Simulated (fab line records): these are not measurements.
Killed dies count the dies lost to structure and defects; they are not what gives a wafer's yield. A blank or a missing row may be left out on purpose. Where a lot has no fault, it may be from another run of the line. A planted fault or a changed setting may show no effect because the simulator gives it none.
One fault through the eyes of 3 desks    flow n5-finfet    each desk holds nothing but its own numbers, with what lay behind them at the end

## DESK OF THE TOOL OWNER: rie-diel-04
The tool's own readings at N5_BEOL_M15_STRIP_63 (strips in O2): means of the sampled wafers that have a number, for each lot that ran on this tool. A lot is out of limits, marked OUT, if its mean lies more than 4 standard deviations from the usual mean; the brackets give that distance.
Columns: A = chamber-pressure-mTorr at N5_BEOL_M15_STRIP_63, usual 30.00 mTorr; B = drypump-motor-current-A at N5_BEOL_M15_STRIP_63, usual 5.6 A; C = oes-product-au at N5_BEOL_M15_STRIP_63, usual 0.81 a.u.; D = rf-vpp-V at N5_BEOL_M15_STRIP_63, usual 3.6 V; E = showerhead-plenum-p-Torr at N5_BEOL_M15_STRIP_63, usual 2.07 Torr; F = throttle-valve-pct at N5_BEOL_M15_STRIP_63, usual 16.7 %
lot   first seen here  A                        B    C     D    E     F
L213  day 14 11:00     30.05                    5.9  0.82  3.6  2.08  16.8
L218  day 15 09:00     27.04 (-69) OUT          6.4  0.80  3.8  2.12  16.6
L221  day 15 22:00     23.98 (-99 or more) OUT  6.2  0.86  3.7  2.14  16.6
This desk finds L218, L221 out of limits, L218 being first, at day 15 09:00 (chamber-pressure-mTorr at N5_BEOL_M15_STRIP_63). In limits: L213.

## THE DEFECT DESK
Counts from the inspections along the route, per lot, as means over the sampled wafers that have a number. A lot is out of limits, marked OUT, if its mean lies more than 4 standard deviations from the usual mean; the brackets give that distance.
Columns: A = raw-defect-count at N5_BEOL_M15_INSPECT_12, usual 1.9
lot   first seen here  A
L205  day 12 13:17     3.0
L207  day 12 20:52     1.3
L209  day 13 11:04     3.0
L210  day 13 17:52     1.3
L211  day 13 23:22     1.3
L213  day 14 11:10     1.0
L218  day 15 09:05     2.0
L221  day 15 21:44     1.3
L223  day 16 16:07     0.0
L225  day 17 03:48     2.7
L226  day 18 10:27     2.0
This desk found nothing out of limits on any of the 11 lots.

## METROLOGY DESK
Lot by lot, what the gauges showed, no matter which tool ran the lot: averages of those sampled wafers that carry a number. A lot is out of limits, marked OUT, if its mean lies more than 4 standard deviations from the usual mean; the brackets give that distance.
Columns: A = V14_OVL at N5_BEOL_M15_OVL_MEAS_11, usual 1 nm
lot   first seen here  A
L205  day 12 13:15     5
L207  day 12 20:50     4
L209  day 13 11:03     -3
L210  day 13 17:50     2
L211  day 13 23:21     3
L213  day 14 11:08     1
L218  day 15 09:04     -12
L221  day 15 21:43     4
L223  day 16 16:05     8
L225  day 17 03:46     -0
L226  day 18 10:26     2
This desk found nothing out of limits on any of the 11 lots.

## ALL TOGETHER
The tool owner's desk had the chance to raise an alarm at day 15 09:00 on L218, L221.
No out-of-limits result turned up at the defect desk.
At the metrology desk, nothing out of limits was observed.
The defect desk has L218, L221 on record, within its limits.
The metrology desk has L218, L221 on record, within its limits.
N5_BEOL_M15_STRIP_63 was run on rie-diel-04 by each of the lots named.

## WHAT WAS PUT IN BY THE SIMULATOR
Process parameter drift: rie-diel-04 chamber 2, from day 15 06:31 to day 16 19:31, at N5_BEOL_M15_STRIP_63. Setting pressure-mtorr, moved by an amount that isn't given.
Lots struck among those shown: L218, L221.
How many hours passed from the start of the fault until each desk's first out-of-limits reading: the tool owner's desk, 2.
